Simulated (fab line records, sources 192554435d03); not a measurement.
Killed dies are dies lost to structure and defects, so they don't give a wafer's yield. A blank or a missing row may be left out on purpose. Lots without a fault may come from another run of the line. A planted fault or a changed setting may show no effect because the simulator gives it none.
fab line records | flow n5_finfet
record lots=5 wafers=13 last_day=17
route steps=1938 shown BEOL_M0_SAQP@683 BEOL_M4@1111 PASSIVATION@1936
lots that met no fault: from a run of the same line without faults
start_h: hours from the record's first day to the start of the lot's first wafer shown | wait_h: hours since the lot's step before | " the same as in the row above | L1.1+2: a row that stands for several wafers | - no value, or no start given | * or withheld: withheld | < > ~ a bound
route shown NAME@n: a module of which the file shows steps, and the number in the route of the first | usual: mean/standard deviation of fault-free wafers | same: alike in all rows | chamber/n: place in a boat | sites: the reading at each site | _std_site: their standard deviation | _edge_site: outer sites' mean less inner sites' | radius_mm: how far each site lies from the wafer's centre | mask NAME#n: copy n | behind: the tool/chamber that last shaped the wafer | hold: why the lot was held/for how many hours/how that ended | device: the transistor (n, p or np) that didn't switch | end of line: the same wafers' tests at the end of the route | a step without rows: its recipe alone | killed: dies lost to structure and defects at the first sort, not the wafer's yield | map: a wafer's dies, x killed, . not, _ none there
set.NAME: the setting as run; set.NAME@STEP: as run at that earlier step | model.NAME: the simulator's own value behind a step, which no gauge read
lots at some steps of the route; a table a step, a row a wafer
services: from which hour (start_h, from the record's first day; less than 0 if before it) a tool's chamber was out of use, for how many hours, and why
## steps
# step N5_BEOL_M0_SAQP_COAT_34
# recipe resist=CAR-EUV spin_rpm=1500 resist_thk_nm=30
# step N5_BEOL_M0_SAQP_EBR_36
# recipe solvent=PGMEA ebr_width_mm=1.5
# step N5_BEOL_M0_SAQP_SOFTBAKE_35
# recipe temp_c=110 time_s=60 resist=CAR-EUV
# step N5_BEOL_M0_SAQP_EXPOSE_37
# recipe mask_id=M0_CUT1 na=0.33 source_shape=annular sigma_inner=0.35 sigma_outer=0.8 polarization=unpolarized target_cd_nm=30 dose_mj=44.75
# step N5_BEOL_M0_SAQP_PEB_38
# recipe peb_temp_c=100 peb_time_s=60 resist=CAR-EUV
# step N5_BEOL_M0_SAQP_DEVELOP_39
# recipe develop_time_s=30 developer=TMAH resist=CAR-EUV rinse_liquid=surfactant_rinse dry=air_spin dev_temp_c=23
# step N5_BEOL_M0_SAQP_DESCUM_45
# recipe chemistry=O2 time_s=7 source_power_w=50 bias_power_w=20 pressure_mtorr=20 rf_frequency_hz=2.712e+07 temp_c=40 resist=CAR-EUV o2_flow_sccm=225
# step N5_BEOL_M0_SAQP_ETCH_88
# recipe chemistry=N2/H2 target=underlayer target_depth_a=65 time_s=5.2 ion_energy_ev=200 mask_material=CAR-EUV pressure_mtorr=30 source_w=840 bias_w=150 n2_flow_sccm=200 h2_flow_sccm=200 ends=cleared
# step N5_BEOL_M0_SAQP_ETCH_73
# recipe chemistry=CF4 target=SiARC target_depth_a=195 mask_material=CAR-EUV time_s=32.5 ion_energy_ev=80 pressure_mtorr=40 source_w=545 bias_w=36 Ar_flow_sccm=100 cf4_flow_sccm=100 ends=cleared
# step N5_BEOL_M0_SAQP_CUT_ETCH_46
# recipe chemistry=N2/H2 target=SOC target_depth_a=1350 overetch_a=270 temp_c=40 time_s=202.5 ion_energy_ev=200 mask_material=SiARC pressure_mtorr=30 source_w=840 bias_w=150 n2_flow_sccm=200 h2_flow_sccm=200
# usual drypump_motor_current_A=5.9/0.58 rf_vpp_V=524.1/3 showerhead_plenum_p_Torr=2.55/0.1 throttle_valve_pct=17.79/0.22
# columns lot.wafer tool chamber start_h wait_h drypump_motor_current_A rf_hours_counter_h rf_vpp_V showerhead_plenum_p_Torr throttle_valve_pct model.SiARC_of_BEOL_M0_SAQP_COAT_72.thk_nm model.BEOL_M0_SAQP.cd_nm
L362.2 rie_diel-03 1 145.98 0.0 6.1 134 524.9 2.66 17.82 4.8 29.4
L362.3 " 0 " " 5.1 155 520.3 2.44 17.61 4.8 30.2
L362.5 " 0 " " 5.1 - 521.2 2.44 17.61 4.8 30
L372.4 rie_diel-03 1 205.12 0.0 6.1 149 526.4 2.65 17.86 4.8 29.8
L372.6 " 0 " " 5.2 - 519.8 2.43 17.65 3.2 30.4
L374.1 rie_diel-03 1 215.54 0.0 6.1 151 528.4 2.65 17.86 5 29.8
L374.3 " 3 " " 6.5 22 528.6 2.70 17.41 3 30.4
L374.5 " 1 " " 6.1 - 526.5 2.65 17.86 4.8 29.6
L375.4 rie_diel-03 3 220.61 0.0 6.5 24 528.5 2.70 17.44 4.8 29.8
L375.6 " 2 " " 5.5 - 521.8 2.52 18.05 3.2 31
L377.2 rie_diel-04 2 233.23 0.0 6.1 245 522.2 2.50 18.03 5 30
L377.5 " 0 " " 5.4 - 525.8 2.64 18.05 5.2 29.8
L377.6 " 3 " " 6.8 - 518.7 2.40 17.61 5 29.8
# step N5_BEOL_M0_SAQP_STRIP_74
# recipe chemistry=N2/H2 temp_c=40 n2_flow_sccm=200 h2_flow_sccm=200 rf_frequency_hz=6e+07
# step N5_BEOL_M0_SAQP_STRIP_89
# recipe chemistry=N2/H2 temp_c=40 n2_flow_sccm=200 h2_flow_sccm=200 rf_frequency_hz=6e+07
# step N5_BEOL_M0_SAQP_ALD_48
# recipe material=SiO2 target_thk_a=200 temp_c=100 ald_precursor_family=BDEAS ald_co_reactant=O2-plasma pulse_time_s=1 co_reactant_pulse_time_s=1 purge_time_s=2 co_reactant_purge_time_s=2 ald_cycles=139 pressure_torr=2
# step N5_BEOL_M0_SAQP_ETCH_49
# recipe chemistry=CF4/O2 target_depth_a=370 target=SiO2 pressure_mtorr=40 source_w=535 bias_w=49 Ar_flow_sccm=100 cf4_flow_sccm=100 O2_flow_sccm=10 ion_energy_ev=100
# usual drypump_motor_current_A=5.8/0.56 oes_product_au=0.79/0.099 rf_vpp_V=241/3 showerhead_plenum_p_Torr=2.22/0.083 throttle_valve_pct=15.82/0.21
# columns lot.wafer tool chamber start_h wait_h drypump_motor_current_A oes_product_au rf_hours_counter_h rf_vpp_V showerhead_plenum_p_Torr throttle_valve_pct model.BEOL_M0_SAQP.cd_nm
L362.2 rie_diel-03 0 146.76 0.3 5.1 0.74 155 239 2.12 15.73 29.4
L362.3 " 2 " " 5.5 0.73 175 240 2.20 15.96 30.2
L362.5 " 1 " " 6.1 0.74 - 244 2.30 15.94 30
L372.4 rie_diel-03 0 205.85 0.3 5.1 0.73 174 239 2.12 15.77 29.6
L372.6 " 2 " " 5.5 0.72 - 241 2.19 16.00 30.4
L374.1 rie_diel-01 0 216.43 0.3 5.9 0.90 38 237 2.33 15.58 29.8
L374.3 " 2 " " 6.6 0.94 6 239 2.16 15.74 30.2
L374.5 " 3 " " 6.2 0.76 - 246 2.12 15.69 29.6
L375.4 rie_diel-04 0 221.34 0.3 5.4 0.76 170 238 2.29 16.02 29.8
L375.6 " 1 " " 5.4 0.93 - 242 2.25 15.72 31
L377.2 rie_diel-04 0 234.12 0.4 5.3 0.75 176 237 2.29 16.06 30
L377.5 " 0 " " 5.4 0.76 - 237 2.29 16.03 29.8
L377.6 " 3 " " 6.8 0.67 - 238 2.09 15.81 29.6
# step N5_BEOL_M0_SAQP_STRIP_75
# recipe chemistry=CF4 resist=SiARC power_w=300 bias_power_w=75 pressure_mtorr=50 cf4_flow_sccm=150 rf_frequency_hz=6e+07
# step N5_BEOL_M4_RC_MEAS_101
# usual DIBL_N=35.9/1.4 DIBL_P=35.9/1.7 IOFF_N=0.155/0.023 IOFF_P=0.201/0.029 ION_N=672/8.8 ION_P=460/7 SS_N=71.6/0.48 SS_P=73.1/0.64 VT_N=250.0/3 VT_P=-251.6/3
# columns lot.wafer tool chamber start_h wait_h DIBL_N[mV/V] DIBL_P[mV/V] IOFF_N[nA/um] IOFF_P[nA/um] ION_N[uA/um] ION_P[uA/um] SS_N[mV/dec] SS_P[mV/dec] VT_N[mV] VT_P[mV]
L362.2 prober-01 0 192.04 0.2 36.7 38.5 0.181 0.222 680 459 72.2 73.5 249.0 -252.3
L362.3 " 0 " " 36.0 37.7 0.166 0.207 674 463 71.6 73.1 250.0 -253.5
L362.5 " 0 " " 36.0 37.6 0.165 0.207 676 461 71.5 74.0 248.4 -251.6
L372.4 prober-02 0 274.80 0.5 35.9 36.3 0.149 0.228 679 474 70.9 73.1 250.8 -247.4
L372.6 " 0 " " 36.1 37.4 0.154 0.236 666 459 71.6 73.0 252.0 -248.6
L374.1 prober-02 0 275.34 0.0 37.0 37.2 0.169 0.215 691 466 71.7 73.4 248.9 -250.8
L374.3 " 0 " " 36.5 36.3 0.147 0.201 675 464 71.2 73.2 250.6 -250.9
L374.5 " 0 " " 35.7 34.7 0.131 0.173 669 459 71.8 72.3 254.2 -253.4
L375.4 prober-02 0 279.65 0.5 36.1 37.0 0.154 0.164 658 448 71.5 73.5 250.7 -257.2
L375.6 " 0 " " 36.8 38.1 0.162 0.180 674 457 72.1 73.0 249.6 -258.8
L377.2 prober-02 0 286.63 0.2 38.0 37.5 0.173 0.216 677 460 72.0 73.7 250.2 -250.7
L377.5 " 0 " " 38.5 38.4 0.196 0.239 697 472 71.5 74.1 246.2 -251.4
L377.6 " 0 " " 38.2 38.5 0.185 0.237 686 463 72.3 72.9 247.8 -249.5
# step N5_PASSIVATION_PROBE_49
# usual defect_limited_yield=91.7/1.5 killed_at_M0_to_M3=30/8.6 killed_at_M4_up=12/4.5 killed_at_contacts=13/5.8 killed_at_front_end=38/11 killed_at_other=4/3 killed_dies=97/17 killed_on_rim=13/3.6 killed_open=63/12 killed_short=32/8.8 sort_bin_5_function=4.8/0.91 sort_bin_6_memory=3.1/0.68 sort_n_pass=1083/17 sort_yield_pct=91.7/1.5
# same gross_dies=1180 killed_at_back_side=0 sort_bin_4_leakage[%]=0 sort_bin_8_speed[%]=0
# columns lot.wafer tool chamber start_h wait_h defect_limited_yield[%] killed_at_M0_to_M3 killed_at_M4_up killed_at_contacts killed_at_front_end killed_at_other killed_dies killed_on_rim killed_open killed_short sort_bin_5_function[%] sort_bin_6_memory[%] sort_n_pass sort_yield_pct[%]
L362.2 prober-01 - 298.30 0.1 91.7 29 11 14 37 7 98 12 63 32 4.8 3.1 1082 91.7
L362.3 prober-01 - 298.35 0.1 88.8 46 18 17 42 9 132 17 85 47 5.8 4.5 1048 88.8
L362.5 prober-01 - 298.45 0.2 91.9 26 3 10 51 6 96 14 54 41 4.6 3.4 1084 91.9
L372.4 prober-01 - 378.15 0.2 93.4 22 15 16 17 8 78 10 57 20 3.7 2.5 1102 93.4
L372.6 prober-01 - 378.25 0.3 91.7 30 11 17 35 5 98 18 72 26 5.4 2.9 1082 91.7
L374.1 prober-02 - 385.12 0.0 92.5 18 9 7 52 3 89 15 55 34 4.4 2.7 1091 92.5
L374.3 prober-02 - 385.22 0.1 90.3 25 12 9 59 10 115 16 79 35 5.2 4.3 1065 90.3
L374.5 prober-02 - 385.32 0.2 90.5 43 15 4 44 6 112 12 77 34 5.9 3.2 1068 90.5
L375.4 prober-01 - 385.49 0.2 89.5 37 16 16 42 13 124 18 89 32 6.8 3.5 1056 89.5
L375.6 prober-01 - 385.59 0.3 88.6 36 17 19 58 5 135 17 98 35 6.0 5.1 1045 88.6
L377.2 prober-01 - 399.23 0.1 91.6 43 11 12 30 3 99 14 58 35 4.5 3.7 1081 91.6
L377.5 prober-01 - 399.38 0.2 91.9 27 17 15 31 5 95 13 63 29 5.0 2.7 1085 91.9
L377.6 prober-01 - 399.43 0.3 93.1 15 16 10 40 1 82 9 49 30 4.1 2.8 1098 93.1
# killed by level:class
L362.2 MOL_CONTACT_COAG:geometric_particle:open=10 BEOL_M0_SAQP:geometric_particle:short=8 FIN_SAQP:geometric_particle:open=6 FIN_SAQP:geometric_particle:short=6 DUMMY_GATE:geometric_particle:open=6 BEOL_M0_SAQP:geometric_particle:open=6 BEOL_M0:geometric_particle:open=6 BEOL_M2:geometric_particle:open=5
L362.3 MOL_CONTACT_COAG:geometric_particle:open=13 FIN_SAQP:geometric_particle:short=12 BEOL_M0_SAQP:geometric_particle:open=11 FIN_SAQP:geometric_particle:open=10 BEOL_M1:geometric_particle:open=9 STI_FIN_REVEAL:geometric_particle:open=7 BEOL_M0_SAQP:geometric_particle:short=7 BEOL_M4:geometric_particle:open=6
L362.5 FIN_SAQP:geometric_particle:short=17 BEOL_M0_SAQP:geometric_particle:open=8 MOL_CONTACT_COAG:geometric_particle:open=8 FIN_SAQP:geometric_particle:open=7 STI_FIN_REVEAL:geometric_particle:open=6 GATE_CUT:geometric_particle:short=6 BEOL_M3:geometric_particle:open=4 STARTING-WAFER:geometric_particle:short=4
L372.4 MOL_CONTACT_COAG:geometric_particle:open=15 BEOL_M4:geometric_particle:open=8 FIN_SAQP:geometric_particle:open=4 DUMMY_GATE:geometric_particle:open=4 BEOL_M0_SAQP:geometric_particle:short=4 BEOL_M3:geometric_particle:open=4 BEOL_M0_SAQP:geometric_particle:open=3 MIM_TOP_ETCH:geometric_particle:open=3
L372.6 MOL_CONTACT_COAG:geometric_particle:open=14 BEOL_M1:geometric_particle:open=11 DUMMY_GATE:geometric_particle:open=10 BEOL_M3:geometric_particle:short=7 FIN_SAQP:geometric_particle:short=5 FIN_SAQP:geometric_particle:open=5 BEOL_M3:geometric_particle:open=5 STI_FIN_REVEAL:geometric_particle:open=4
L374.1 FIN_SAQP:geometric_particle:open=12 STI_FIN_REVEAL:geometric_particle:open=7 GATE_CUT:geometric_particle:open=7 STARTING-WAFER:geometric_particle:short=6 GATE_CUT:geometric_particle:short=5 MOL_CONTACT_COAG:geometric_particle:open=5 BEOL_M0_SAQP:geometric_particle:short=5 BEOL_M2:geometric_particle:open=4
L374.3 FIN_SAQP:geometric_particle:open=16 STI_FIN_REVEAL:geometric_particle:open=11 BEOL_M0_SAQP:geometric_particle:short=8 DUMMY_GATE:geometric_particle:open=7 GATE_CUT:geometric_particle:open=6 MOL_CONTACT_COAG:geometric_particle:open=6 BEOL_M3:geometric_particle:open=6 BEOL_M4:geometric_particle:open=6
L374.5 BEOL_M0_SAQP:geometric_particle:short=15 BEOL_M0_SAQP:geometric_particle:open=10 FIN_SAQP:geometric_particle:short=8 BEOL_M4:geometric_particle:open=8 STI_FIN_REVEAL:geometric_particle:open=8 BEOL_M2:geometric_particle:open=8 FIN_SAQP:geometric_particle:open=7 BEOL_M3:geometric_particle:open=6
L375.4 FIN_SAQP:geometric_particle:open=13 MOL_CONTACT_COAG:geometric_particle:open=12 STI_FIN_REVEAL:geometric_particle:open=9 BEOL_M1:geometric_particle:open=7 BEOL_M4:geometric_particle:open=7 DUMMY_GATE:geometric_particle:open=6 BEOL_M2:geometric_particle:open=6 BEOL_M3:geometric_particle:open=6
L375.6 FIN_SAQP:geometric_particle:open=15 MOL_CONTACT_COAG:geometric_particle:open=14 BEOL_M2:geometric_particle:open=13 BEOL_M4:geometric_particle:open=12 STI_FIN_REVEAL:geometric_particle:open=11 DUMMY_GATE:geometric_particle:open=8 BEOL_M0_SAQP:geometric_particle:open=7 BEOL_M3:geometric_particle:open=6
L377.2 BEOL_M0_SAQP:geometric_particle:short=15 BEOL_M0_SAQP:geometric_particle:open=12 MOL_CONTACT_COAG:geometric_particle:open=8 STI_FIN_REVEAL:geometric_particle:open=5 DUMMY_GATE:geometric_particle:open=5 BEOL_M3:geometric_particle:open=4 BEOL_M2:geometric_particle:open=4 DUMMY_GATE:geometric_particle:short=3
L377.5 STI_FIN_REVEAL:geometric_particle:open=11 MOL_CONTACT_COAG:geometric_particle:open=11 BEOL_M4:geometric_particle:open=8 ILD0:geometric_particle:short=6 BEOL_M0_SAQP:geometric_particle:short=6 BEOL_M2:geometric_particle:open=6 BEOL_M0_SAQP:geometric_particle:open=5 ILD0:geometric_particle:open=4
L377.6 ILD0:geometric_particle:short=7 FIN_SAQP:geometric_particle:short=6 DUMMY_GATE:geometric_particle:open=6 ILD0:geometric_particle:open=6 MOL_CONTACT_COAG:geometric_particle:open=6 BEOL_M4:geometric_particle:open=6 BEOL_M0_SAQP:geometric_particle:open=5 STI_FIN_REVEAL:geometric_particle:open=4
## services
# columns tool chamber start_h hours kind
rie_diel-03 3 122.82 - clean
rie_diel-03 3 122.82 - consumable_replace:focus_ring
rie_diel-03 3 122.82 - consumable_replace:showerhead
rie_diel-03 3 122.82 24.2 scheduled_down
rie_diel-03 3 122.82 24.2 vent_cycle
rie_diel-03 - 123.29 14.6 pm
rie_diel-04 2 124.85 24.6 repair
rie_diel-01 1 144.70 - clean
rie_diel-01 1 144.70 - consumable_replace:focus_ring
rie_diel-01 1 144.70 16.8 scheduled_down
rie_diel-01 1 144.70 16.8 vent_cycle
rie_diel-04 1 149.68 - clean
rie_diel-04 1 149.68 - consumable_replace:focus_ring
rie_diel-04 1 149.68 11.9 scheduled_down
rie_diel-04 1 149.68 11.9 vent_cycle
rie_diel-04 0 161.53 6.6 repair
rie_diel-03 1 175.27 12.3 repair
rie_diel-01 2 178.99 - clean
rie_diel-01 2 178.99 - consumable_replace:focus_ring
rie_diel-04 3 193.45 8.9 repair
rie_diel-04 - 211.67 2.8 pm
rie_diel-01 - 217.33 9.7 repair
rie_diel-04 - 217.33 2.1 repair
rie_diel-01 - 229.97 2.8 pm
## key
first_sign none at tools or gauges
model_effect step=N5_BEOL_M0_SAQP_CUT_ETCH_46 value=SiARC_of_BEOL_M0_SAQP_COAT_72.thk_nm without=4.933 struck=3.133
model_effect step=N5_BEOL_M0_SAQP_ETCH_49 value=BEOL_M0_SAQP.cd_nm without=29.8 struck=30.53
met_at N5_BEOL_M0_SAQP_CUT_ETCH_46
struck_wafers L372.6,L374.3,L375.6
onset_between 145.98 205.12
fault kind=process_parameter_drift tool=rie_diel-03 chamber=- onset_h=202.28 steps=N5_BEOL_M0_SAQP_CUT_ETCH_46 channel=time_s offset=* shape=step end_h=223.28 scope=struck_wafers_only acts_in=* stated=*
